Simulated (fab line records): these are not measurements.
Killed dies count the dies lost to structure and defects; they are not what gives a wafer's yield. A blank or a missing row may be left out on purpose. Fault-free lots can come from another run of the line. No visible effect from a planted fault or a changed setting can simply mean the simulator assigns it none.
Chamber matching + flow n5-finfet + 4 sister chambers for N5_BEOL_M10_ETCH_66 on rie-diel-03
The step etches SOC in N2/H2, target depth 120 nm, overetch 24 nm, time 180 s. 18 wafers are shown with their chamber, then 9 later ones without.

== WAFERS PAIRED WITH THEIR CHAMBERS ==
| wafer  | chamber | drypump-motor-current-A (A) | throttle-valve-pct (%) | showerhead-plenum-p-Torr (Torr) |
|--------|---------|-----------------------------|------------------------|---------------------------------|
| L077.4 | 0       | 5.8                         | 17.50                  | 2.50                            |
| L077.5 | 1       | 6.4                         | 17.87                  | 2.57                            |
| L077.6 | 3       | 5.5                         | 17.96                  | 2.60                            |
| L083.1 | 3       | 5.5                         | 17.98                  | 2.59                            |
| L083.2 | 2       | 5.3                         | 17.56                  | 2.60                            |
| L083.4 | 1       | 6.3                         | 17.90                  | 2.56                            |
| L086.2 | 1       | 6.3                         | 17.91                  | 2.55                            |
| L086.4 | 0       | 5.8                         | 17.56                  | 2.49                            |
| L086.6 | 3       | 5.5                         | 18.02                  | 2.58                            |
| L085.1 | 3       | 5.4                         | 17.99                  | 2.59                            |
| L085.3 | 0       | 5.8                         | 17.58                  | 2.49                            |
| L085.4 | 2       | 5.3                         | 17.61                  | 2.59                            |
| L088.1 | 3       | 5.5                         | 18.02                  | 2.58                            |
| L088.5 | 1       | 6.3                         | 17.92                  | 2.55                            |
| L088.6 | 0       | 5.8                         | 17.56                  | 2.49                            |
| L090.2 | 3       | 5.5                         | 18.00                  | 2.58                            |
| L090.4 | 0       | 5.8                         | 17.59                  | 2.49                            |
| L090.5 | 3       | 5.5                         | 18.02                  | 2.58                            |

SIGNATURES (averages over the wafers above)
| reading                  | chamber 0 | chamber 1 | chamber 2 | chamber 3 | scatter within a chamber |
|--------------------------|-----------|-----------|-----------|-----------|--------------------------|
| drypump-motor-current-A  | 5.800     | 6.325     | 5.300     | 5.486     | 0.0339                   |
| throttle-valve-pct       | 17.5580   | 17.9000   | 17.5850   | 17.9986   | 0.0278                   |
| showerhead-plenum-p-Torr | 2.4920    | 2.5575    | 2.5950    | 2.5857    | 0.00745                  |
Rule: for each reading, subtract the chamber's mean from the wafer's reading, divide by that reading's scatter and square the result; add these up over the readings and take the root, which gives the wafer's distance from the chamber. If the next closest chamber is less than 2 further off than the closest, the wafer can't be placed; otherwise it belongs to the closest. The scatter is the square root of a quotient: the sum, over the shown wafers, of each reading's squared deviation from its chamber's mean, divided by wafers minus chambers.

== WAFERS WHOSE CHAMBER IS MISSING ==
| wafer  | drypump-motor-current-A (A) | throttle-valve-pct (%) | showerhead-plenum-p-Torr (Torr) |
|--------|-----------------------------|------------------------|---------------------------------|
| L092.1 | 5.8                         | 17.58                  | 2.49                            |
| L092.4 | 5.4                         | 17.62                  | 2.59                            |
| L092.6 | 5.5                         | 18.02                  | 2.58                            |
| L096.4 | 6.4                         | 17.96                  | 2.55                            |
| L096.5 | 6.3                         | 17.95                  | 2.55                            |
| L096.6 | 5.8                         | 17.59                  | 2.48                            |
| L097.1 | 5.8                         | 17.61                  | 2.48                            |
| L097.4 | 5.3                         | 17.63                  | 2.58                            |
| L097.5 | 5.8                         | 17.59                  | 2.48                            |

== WHICH CHAMBER EACH WENT THROUGH ==
| wafer  | from the rows above | in truth |
|--------|---------------------|----------|
| L092.1 | 0                   | 0        |
| L092.4 | 2                   | 2        |
| L092.6 | 3                   | 3        |
| L096.4 | 1                   | 1        |
| L096.5 | 1                   | 1        |
| L096.6 | 0                   | 0        |
| L097.1 | 0                   | 0        |
| L097.4 | 2                   | 2        |
| L097.5 | 0                   | 0        |
Placed correctly: 9 of 9. Not placeable from these rows: 0. 0 placed wrongly.
